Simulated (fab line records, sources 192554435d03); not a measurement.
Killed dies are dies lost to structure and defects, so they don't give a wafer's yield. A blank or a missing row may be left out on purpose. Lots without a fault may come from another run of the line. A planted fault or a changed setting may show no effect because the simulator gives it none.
Which tool did it? | flow n5_finfet | 11 lots, 33 wafers sampled, at 3 steps of a route of 1938

WHAT THE GAUGES READ, wafer by wafer
N5_BEOL_M15_OVL_MEAS_29. Usual: M15_OVL -1 nm, standard deviation 5.3.
lot  | measured     | on         | M15_OVL (nm) | flag
L295 | day 12 08:49 | overlay-02 | 7 -1 -1      |
L296 | day 13 02:36 | overlay-02 | 4 -5 0       |
L298 | day 12 22:28 | overlay-01 | -6 -1 0      |
L301 | day 13 15:51 | overlay-01 | -1 -2 -13    |
L299 | day 13 19:46 | overlay-02 | -7 -3 -12    |
L302 | day 13 23:56 | overlay-01 | -7 -1 -4     |
L304 | day 14 05:38 | overlay-02 | -3 -3 0      |
L306 | day 14 19:43 | overlay-01 | -3 2 -9      |
L308 | day 15 16:33 | overlay-01 | 1 13 -5      |
L315 | day 17 18:14 | overlay-02 | 1 1 -9       |
L317 | day 17 21:11 | overlay-02 | 0 9 4        |

N5_BEOL_M15_RS_MEAS_54: measures by four-point-probe. Usual: M15_RS 0.0217 ohm/sq, standard deviation 0.0005.
lot  | measured     | on            | M15_RS (ohm/sq)      | flag
L295 | day 12 12:12 | film_metro-02 | 0.0221 0.0217 0.0217 |
L296 | day 13 07:07 | film_metro-02 | 0.0215 0.0222 0.0216 |
L298 | day 13 03:40 | film_metro-01 | 0.0214 0.0217 0.0216 |
L301 | day 13 18:45 | film_metro-01 | 0.0218 0.0216 0.0211 |
L299 | day 13 22:34 | film_metro-02 | 0.0219 0.0219 0.0205 |
L302 | day 14 04:44 | film_metro-02 | 0.0218 0.0216 0.0216 |
L304 | day 14 08:07 | film_metro-01 | 0.0218 0.0218 0.0217 |
L306 | day 15 00:49 | film_metro-02 | 0.0219 0.0218 0.0216 |
L308 | day 15 19:10 | film_metro-02 | 0.0216 0.0221 0.0222 |
L315 | day 17 22:10 | film_metro-02 | 0.0212 0.0215 0.0205 |
L317 | day 17 23:55 | film_metro-01 | 0.0221 0.0219 0.0223 |

WHICH TOOL RAN EACH LOT (tool, then ch and the chambers of the sampled wafers, then the start)
lot  | N5_BEOL_M2_SPUTTER_81
L295 | pvd_sputter-03, day 7 03:21
L296 | pvd_sputter-03, day 8 02:53
L298 | pvd_sputter-01, day 8 04:55
L301 | pvd_sputter-03, day 8 11:28
L299 | pvd_sputter-01, day 8 12:28
L302 | pvd_sputter-01, day 8 15:13
L304 | pvd_sputter-03, day 9 09:08
L306 | pvd_sputter-02, day 10 07:02
L308 | pvd_sputter-02, day 10 21:41
L315 | pvd_sputter-03, day 12 05:40
L317 | pvd_sputter-03, day 12 19:10
- N5_BEOL_M2_SPUTTER_81: material Cu, target thk 4.5 nm, time 8.29 s.

WHAT THE TOOLS THEMSELVES READ (means of the sampled wafers that have a number; where no wafer has one, the mark that the record gives instead)
N5_BEOL_M2_SPUTTER_81. Usual: throttle_valve_pct 29.8 %, standard deviation 0.92.
lot  | tool           | throttle_valve_pct (%) | flag
L295 | pvd_sputter-03 | 30.7                   |
L296 | pvd_sputter-03 | 30.9                   |
L298 | pvd_sputter-01 | 29.9                   |
L301 | pvd_sputter-03 | 30.2                   |
L299 | pvd_sputter-01 | 30.3                   |
L302 | pvd_sputter-01 | 29.8                   |
L304 | pvd_sputter-03 | 30.3                   |
L306 | pvd_sputter-02 | 30.3                   |
L308 | pvd_sputter-02 | 29.1                   |
L315 | pvd_sputter-03 | 30.5                   |
L317 | pvd_sputter-03 | 30.9                   |

THE ANSWER, worked out from the rows above alone
Rule: a lot is off if the mean of its wafers that have a number lies more than 3 standard deviations from the usual mean. A lot without any number at a reading at which 4 lots or more have one is off too. The other lots that the step has rows for count as sound. The gauges are gone through in route order, then the tools' own readings, and for those a lot's mean is taken as printed above. The first step at which some lot is off is used, and at that step the reading that is off furthest; a lot without a number counts as furthest.
No lot is off at any reading shown: from this, nothing can be told.

WHAT THE SIMULATOR HAD PUT IN
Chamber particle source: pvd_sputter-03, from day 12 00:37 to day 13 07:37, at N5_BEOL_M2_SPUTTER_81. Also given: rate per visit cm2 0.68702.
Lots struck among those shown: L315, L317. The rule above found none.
